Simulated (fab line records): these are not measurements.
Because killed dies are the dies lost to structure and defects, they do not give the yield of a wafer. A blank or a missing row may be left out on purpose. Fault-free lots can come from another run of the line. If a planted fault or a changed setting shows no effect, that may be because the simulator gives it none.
Which tool is to blame? / flow n5 finfet / Sampling: 10 lots, 29 wafers, 5 of 1938 route steps

## WHAT THE GAUGES READ, wafer by wafer
Not one reading of a measure or inspect step in the record can be checked against a usual standard deviation.

## WHICH TOOL RAN EACH LOT (tool, then ch and the chambers of the sampled wafers, then the start)
lot=L522; N5_BEOL_M1_ETCH_41=rie diel-01 ch 1,2,3, day 6 12:00; N5_BEOL_M15_SPUTTER_45=pvd sputter-01, day 13 13:28; N5_MIM_TOP_ALD_00=ald hk-03 ch 2,3, day 13 16:15; N5_MIM_TOP_ETCH_STRIP_01=rie diel-02 ch 1,2, day 13 19:38; N5_PASSIVATION_PROBE_49=-
lot=L521; N5_BEOL_M1_ETCH_41=rie diel-01 ch 0,3, day 6 16:47; N5_BEOL_M15_SPUTTER_45=pvd sputter-02, day 12 20:27; N5_MIM_TOP_ALD_00=ald hk-01 ch 0,2,3, day 13 00:38; N5_MIM_TOP_ETCH_STRIP_01=rie diel-02 ch 0,1,3, day 13 02:26; N5_PASSIVATION_PROBE_49=-
lot=L523; N5_BEOL_M1_ETCH_41=rie diel-03 ch 0,2,3, day 7 00:01; N5_BEOL_M15_SPUTTER_45=pvd sputter-03, day 13 02:07; N5_MIM_TOP_ALD_00=ald hk-03 ch 2,3, day 13 05:09; N5_MIM_TOP_ETCH_STRIP_01=rie diel-01 ch 1,3, day 13 10:20; N5_PASSIVATION_PROBE_49=-
lot=L524; N5_BEOL_M1_ETCH_41=rie diel-02 ch 0,2,3, day 7 03:11; N5_BEOL_M15_SPUTTER_45=pvd sputter-01, day 13 17:02; N5_MIM_TOP_ALD_00=ald hk-03 ch 1,3, day 13 20:49; N5_MIM_TOP_ETCH_STRIP_01=rie diel-02 ch 0,1,2, day 13 22:19; N5_PASSIVATION_PROBE_49=-
lot=L527; N5_BEOL_M1_ETCH_41=rie diel-01 ch 0,1,2, day 8 03:49; N5_BEOL_M15_SPUTTER_45=pvd sputter-01, day 13 19:40; N5_MIM_TOP_ALD_00=ald hk-02 ch 0,2,3, day 14 00:23; N5_MIM_TOP_ETCH_STRIP_01=rie diel-03 ch 0,2,3, day 14 02:16; N5_PASSIVATION_PROBE_49=-
lot=L530; N5_BEOL_M1_ETCH_41=rie diel-03 ch 1,2, day 9 00:45; N5_BEOL_M15_SPUTTER_45=pvd sputter-03, day 14 13:09; N5_MIM_TOP_ALD_00=ald hk-01 ch 0,1,2, day 14 16:43; N5_MIM_TOP_ETCH_STRIP_01=rie diel-01 ch 0,1, day 14 18:08; N5_PASSIVATION_PROBE_49=-
lot=L532; N5_BEOL_M1_ETCH_41=rie diel-03 ch 2,3, day 10 14:09; N5_BEOL_M15_SPUTTER_45=pvd sputter-03, day 15 21:52; N5_MIM_TOP_ALD_00=ald hk-01 ch 0,1,3, day 16 00:34; N5_MIM_TOP_ETCH_STRIP_01=rie diel-03 ch 0,1,2, day 16 03:44; N5_PASSIVATION_PROBE_49=prober-01, day 16 13:37
lot=L534; N5_BEOL_M1_ETCH_41=rie diel-03 ch 0,1, day 10 18:58; N5_BEOL_M15_SPUTTER_45=pvd sputter-02, day 15 20:18; N5_MIM_TOP_ALD_00=ald hk-03 ch 0,1,3, day 16 00:13; N5_MIM_TOP_ETCH_STRIP_01=rie diel-02 ch 0,2, day 16 01:30; N5_PASSIVATION_PROBE_49=prober-02, day 16 10:38
lot=L539; N5_BEOL_M1_ETCH_41=rie diel-02 ch 0, day 11 15:45; N5_BEOL_M15_SPUTTER_45=pvd sputter-03, day 17 23:12; N5_MIM_TOP_ALD_00=ald hk-03 ch 0,2, day 18 02:08; N5_MIM_TOP_ETCH_STRIP_01=rie diel-02 ch 1, day 18 04:30; N5_PASSIVATION_PROBE_49=-
lot=L541; N5_BEOL_M1_ETCH_41=rie diel-02 ch 2,3, day 11 21:58; N5_BEOL_M15_SPUTTER_45=pvd sputter-02, day 18 16:28; N5_MIM_TOP_ALD_00=ald hk-02 ch 1,2,3, day 18 20:01; N5_MIM_TOP_ETCH_STRIP_01=rie diel-01 ch 0,2,3, day 18 21:50; N5_PASSIVATION_PROBE_49=-
- N5_BEOL_M1_ETCH_41: etches SiCN in CH3F/O2, target depth 31.9 nm, time 57.8 s.
- N5_BEOL_M15_SPUTTER_45: material Cu, target thk 100 nm, time 16.67 s.
- N5_MIM_TOP_ALD_00: deposits Al2O3, purge time 3 s, co reactant pulse time 3 s.
- N5_MIM_TOP_ETCH_STRIP_01: strips in O2.
- N5_PASSIVATION_PROBE_49

## WHAT THE TOOLS THEMSELVES READ (means of the sampled wafers that have a number; where no wafer has one, the mark that the record gives instead)
N5_BEOL_M1_ETCH_41. Usual: chamber pressure mTorr 29.999 mTorr, standard deviation 0.026; drypump motor current A 5.8 A, standard deviation 0.5; oes product au 0.81 a.u., standard deviation 0.095; rf vpp V 297.4 V, standard deviation 1.5; showerhead plenum p Torr 2.00 Torr, standard deviation 0.058; throttle valve pct 16.2 %, standard deviation 0.31.
lot=L522; tool=rie diel-01; chamber pressure mTorr (mTorr)=30.012; drypump motor current A (A)=5.6; oes product au (a.u.)=0.84; rf vpp V (V)=297.6; showerhead plenum p Torr (Torr)=2.05; throttle valve pct (%)=16.1; flag=
lot=L521; tool=rie diel-01; chamber pressure mTorr (mTorr)=30.020; drypump motor current A (A)=5.7; oes product au (a.u.)=0.75; rf vpp V (V)=297.7; showerhead plenum p Torr (Torr)=1.99; throttle valve pct (%)=16.3; flag=
lot=L523; tool=rie diel-03; chamber pressure mTorr (mTorr)=30.001; drypump motor current A (A)=5.8; oes product au (a.u.)=0.84; rf vpp V (V)=298.2; showerhead plenum p Torr (Torr)=2.03; throttle valve pct (%)=16.1; flag=
lot=L524; tool=rie diel-02; chamber pressure mTorr (mTorr)=30.004; drypump motor current A (A)=6.1; oes product au (a.u.)=0.78; rf vpp V (V)=295.7; showerhead plenum p Torr (Torr)=1.95; throttle valve pct (%)=16.4; flag=
lot=L527; tool=rie diel-01; chamber pressure mTorr (mTorr)=30.029; drypump motor current A (A)=6.0; oes product au (a.u.)=0.88; rf vpp V (V)=299.0; showerhead plenum p Torr (Torr)=2.06; throttle valve pct (%)=15.9; flag=
lot=L530; tool=rie diel-03; chamber pressure mTorr (mTorr)=29.990; drypump motor current A (A)=5.9; oes product au (a.u.)=0.73; rf vpp V (V)=299.2; showerhead plenum p Torr (Torr)=2.05; throttle valve pct (%)=16.5; flag=
lot=L532; tool=rie diel-03; chamber pressure mTorr (mTorr)=30.013; drypump motor current A (A)=6.1; oes product au (a.u.)=0.78; rf vpp V (V)=297.8; showerhead plenum p Torr (Torr)=2.02; throttle valve pct (%)=16.2; flag=
lot=L534; tool=rie diel-03; chamber pressure mTorr (mTorr)=30.000; drypump motor current A (A)=5.6; oes product au (a.u.)=0.73; rf vpp V (V)=297.2; showerhead plenum p Torr (Torr)=2.04; throttle valve pct (%)=16.5; flag=
lot=L539; tool=rie diel-02; chamber pressure mTorr (mTorr)=30.002; drypump motor current A (A)=5.6; oes product au (a.u.)=0.90; rf vpp V (V)=297.8; showerhead plenum p Torr (Torr)=1.96; throttle valve pct (%)=16.1; flag=
lot=L541; tool=rie diel-02; chamber pressure mTorr (mTorr)=30.018; drypump motor current A (A)=6.3; oes product au (a.u.)=0.76; rf vpp V (V)=295.6; showerhead plenum p Torr (Torr)=1.92; throttle valve pct (%)=16.4; flag=

N5_BEOL_M15_SPUTTER_45. Usual: susceptor temp C -20.00 C, standard deviation 0.1; throttle valve pct 30.5 %, standard deviation 1.2.
lot=L522; tool=pvd sputter-01; susceptor temp C (C)=-19.98; throttle valve pct (%)=31.2; flag=
lot=L521; tool=pvd sputter-02; susceptor temp C (C)=-19.94; throttle valve pct (%)=29.4; flag=
lot=L523; tool=pvd sputter-03; susceptor temp C (C)=-19.98; throttle valve pct (%)=30.9; flag=
lot=L524; tool=pvd sputter-01; susceptor temp C (C)=-19.92; throttle valve pct (%)=31.1; flag=
lot=L527; tool=pvd sputter-01; susceptor temp C (C)=-20.01; throttle valve pct (%)=30.8; flag=
lot=L530; tool=pvd sputter-03; susceptor temp C (C)=-19.90; throttle valve pct (%)=31.0; flag=
lot=L532; tool=pvd sputter-03; susceptor temp C (C)=-19.97; throttle valve pct (%)=31.3; flag=
lot=L534; tool=pvd sputter-02; susceptor temp C (C)=-20.00; throttle valve pct (%)=28.7; flag=
lot=L539; tool=pvd sputter-03; susceptor temp C (C)=-19.98; throttle valve pct (%)=31.1; flag=
lot=L541; tool=pvd sputter-02; susceptor temp C (C)=-20.05; throttle valve pct (%)=29.0; flag=

N5_MIM_TOP_ALD_00. Usual: 1.001 for precursor pulse height rel, sd 0.021.
lot=L522; tool=ald hk-03; precursor pulse height rel=1.016; flag=
lot=L521; tool=ald hk-01; precursor pulse height rel=1.022; flag=
lot=L523; tool=ald hk-03; precursor pulse height rel=1.014; flag=
lot=L524; tool=ald hk-03; precursor pulse height rel=0.986; flag=
lot=L527; tool=ald hk-02; precursor pulse height rel=1.008; flag=
lot=L530; tool=ald hk-01; precursor pulse height rel=0.992; flag=
lot=L532; tool=ald hk-01; precursor pulse height rel=1.007; flag=
lot=L534; tool=ald hk-03; precursor pulse height rel=1.004; flag=
lot=L539; tool=ald hk-03; precursor pulse height rel=0.986; flag=
lot=L541; tool=ald hk-02; precursor pulse height rel=1.019; flag=

N5_MIM_TOP_ETCH_STRIP_01. Usual: chamber pressure mTorr 30.00 mTorr, standard deviation 0.073; drypump motor current A 5.8 A, standard deviation 0.47; oes product au 0.81 a.u., standard deviation 0.081; rf vpp V 3.6 V, standard deviation 1.3; showerhead plenum p Torr 2.10 Torr, standard deviation 0.077; throttle valve pct 16.58 %, standard deviation 0.24.
lot=L522; tool=rie diel-02; chamber pressure mTorr (mTorr)=30.01; drypump motor current A (A)=5.6; oes product au (a.u.)=0.76; rf vpp V (V)=2.9; showerhead plenum p Torr (Torr)=1.99; throttle valve pct (%)=16.90; flag=
lot=L521; tool=rie diel-02; chamber pressure mTorr (mTorr)=30.04; drypump motor current A (A)=5.6; oes product au (a.u.)=0.74; rf vpp V (V)=3.7; showerhead plenum p Torr (Torr)=2.00; throttle valve pct (%)=16.82; flag=
lot=L523; tool=rie diel-01; chamber pressure mTorr (mTorr)=30.03; drypump motor current A (A)=5.5; oes product au (a.u.)=0.88; rf vpp V (V)=4.4; showerhead plenum p Torr (Torr)=2.12; throttle valve pct (%)=16.30; flag=
lot=L524; tool=rie diel-02; chamber pressure mTorr (mTorr)=30.04; drypump motor current A (A)=5.7; oes product au (a.u.)=0.82; rf vpp V (V)=3.7; showerhead plenum p Torr (Torr)=2.01; throttle valve pct (%)=16.74; flag=
lot=L527; tool=rie diel-03; chamber pressure mTorr (mTorr)=30.00; drypump motor current A (A)=5.8; oes product au (a.u.)=0.76; rf vpp V (V)=2.7; showerhead plenum p Torr (Torr)=2.10; throttle valve pct (%)=16.52; flag=
lot=L530; tool=rie diel-01; chamber pressure mTorr (mTorr)=29.99; drypump motor current A (A)=6.2; oes product au (a.u.)=0.79; rf vpp V (V)=3.4; showerhead plenum p Torr (Torr)=2.13; throttle valve pct (%)=16.39; flag=
lot=L532; tool=rie diel-03; chamber pressure mTorr (mTorr)=29.95; drypump motor current A (A)=5.6; oes product au (a.u.)=0.70; rf vpp V (V)=3.9; showerhead plenum p Torr (Torr)=2.10; throttle valve pct (%)=16.78; flag=
lot=L534; tool=rie diel-02; chamber pressure mTorr (mTorr)=30.08; drypump motor current A (A)=6.1; oes product au (a.u.)=0.85; rf vpp V (V)=3.7; showerhead plenum p Torr (Torr)=2.03; throttle valve pct (%)=16.64; flag=
lot=L539; tool=rie diel-02; chamber pressure mTorr (mTorr)=30.01; drypump motor current A (A)=5.2; oes product au (a.u.)=0.95; rf vpp V (V)=3.1; showerhead plenum p Torr (Torr)=2.23; throttle valve pct (%)=16.58; flag=
lot=L541; tool=rie diel-01; chamber pressure mTorr (mTorr)=30.01; drypump motor current A (A)=5.9; oes product au (a.u.)=0.78; rf vpp V (V)=3.3; showerhead plenum p Torr (Torr)=2.08; throttle valve pct (%)=16.51; flag=

N5_PASSIVATION_PROBE_49. Usual: defect limited yield 91.0 %, standard deviation 1.6; killed_at_M0_to_M3 35, standard deviation 11; killed_at_M4_up 14, standard deviation 5.3; killed at contacts 13, standard deviation 6.7; killed at front end 41, standard deviation 12; killed at other 3.9, standard deviation 2.7; killed dies 106, standard deviation 19; killed open 70, standard deviation 14; killed short 35, standard deviation 8.8; sort_bin_4_leakage 0.01 %, standard deviation 0.058; sort_bin_5_function 5.3 %, standard deviation 1; sort_bin_6_memory 3.3 %, standard deviation 0.81; sort n pass 1073, standard deviation 19; sort yield pct 91.0 %, standard deviation 1.6.
lot=L532; tool=prober-01; defect limited yield (%)=80.8; killed_at_M0_to_M3=164; killed_at_M4_up=13; killed at contacts=5; killed at front end=39; killed at other=5.7; killed dies=226; killed open=56; killed short=33; sort_bin_4_leakage (%)=0.23; sort_bin_5_function (%)=11.5; sort_bin_6_memory (%)=4.5; sort n pass=951; sort yield pct (%)=80.6; flag=OFF
lot=L534; tool=prober-02; defect limited yield (%)=80.1; killed_at_M0_to_M3=168; killed_at_M4_up=11; killed at contacts=10; killed at front end=40; killed at other=6.7; killed dies=235; killed open=64; killed short=34; sort_bin_4_leakage (%)=0.00; sort_bin_5_function (%)=11.8; sort_bin_6_memory (%)=4.4; sort n pass=945; sort yield pct (%)=80.1; flag=OFF

## THE ANSWER, worked out from the rows above alone
Rule: a lot counts as off when the mean over its wafers that have a number is more than 3 standard deviations away from the usual mean. Also off: a lot with no number at a reading for which 4 or more lots have one. Where the step has rows for the other lots, those lots are counted as sound. Order of review: gauges by route order, followed by the tools' own readings, for which a lot's mean as printed above is used. The first step at which some lot is off is used, and at that step the reading that is off furthest; a lot without a number counts as furthest.
Off: L532, L534, at N5_PASSIVATION_PROBE_49 (killed_at_M0_to_M3). Neither off nor sound, because the step has no rows for them: L522, L521, L523, L524, L527, L530, L539, L541.
If a tool, at that step or one of the process steps before it, ran each lot that is off and ran no sound lot following the first of them, it fits. One fits: N5_BEOL_M1_ETCH_41 on rie diel-03. It ran no sound lot before its first lot that is off in this sample, so the start can't be narrowed down.

## WHAT THE SIMULATOR HAD PUT IN
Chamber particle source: rie diel-03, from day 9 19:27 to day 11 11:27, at N5_BEOL_M1_ETCH_41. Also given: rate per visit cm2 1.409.
Shown lots that were struck: L532, L534. This agrees with what the rule above found.
